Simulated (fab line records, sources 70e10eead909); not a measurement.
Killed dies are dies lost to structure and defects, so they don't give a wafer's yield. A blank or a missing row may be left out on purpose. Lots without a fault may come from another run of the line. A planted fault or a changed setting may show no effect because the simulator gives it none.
Chamber matching | flow nand_harc | NHARC_A_STAIRCASE_ETCHBACK_157 on rie_diel-01: 4 sister chambers
The step etches the open film in CH3F/O2, target depth 90 nm, time 167.14 s. 4 wafers are shown with their chamber, then 10 later ones without.

WAFERS WITH THEIR CHAMBER
wafer  | chamber | drypump_motor_current_A (A)
L084.1 | 2       | 6.0
L090.4 | 3       | 5.4
L094.4 | 1       | 5.1
L094.5 | 0       | 6.7

WAFERS WITHOUT THEIR CHAMBER
wafer  | drypump_motor_current_A (A)
L094.6 | 5.1
L093.1 | 5.1
L093.3 | 6.7
L093.4 | 6.1
L091.1 | 6.1
L091.3 | 5.1
L091.4 | 5.3
L097.1 | 5.3
L097.2 | 6.7
L097.4 | 6.0

WHICH CHAMBER EACH WENT THROUGH
wafer  | from the rows above     | in truth
L094.6 | 1                       | 1
L093.1 | 1                       | 1
L093.3 | 0                       | 0
L093.4 | 2                       | 2
L091.1 | 2                       | 2
L091.3 | 1                       | 1
L091.4 | can't be placed: 3 or 1 | 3
L097.1 | can't be placed: 3 or 1 | 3
L097.2 | 0                       | 0
L097.4 | 2                       | 2
Placed correctly: 8 of 10. Can't be placed from these rows: 2 (the true chamber is among the candidates in 2). Placed wrongly: 0.
How it was worked out, from the rows above alone: a wafer's distance from a chamber is the root of the sum, over the readings, of the square of ((its reading less the chamber's mean) divided by the reading's scatter). The wafer belongs to the nearest chamber; if the next one is less than 2 further off, it can't be placed. A chamber's mean is the mean of its shown wafers. The scatter: with one shown wafer a chamber, the root of the mean of the squares of how far each hidden wafer lies from its nearest shown one.
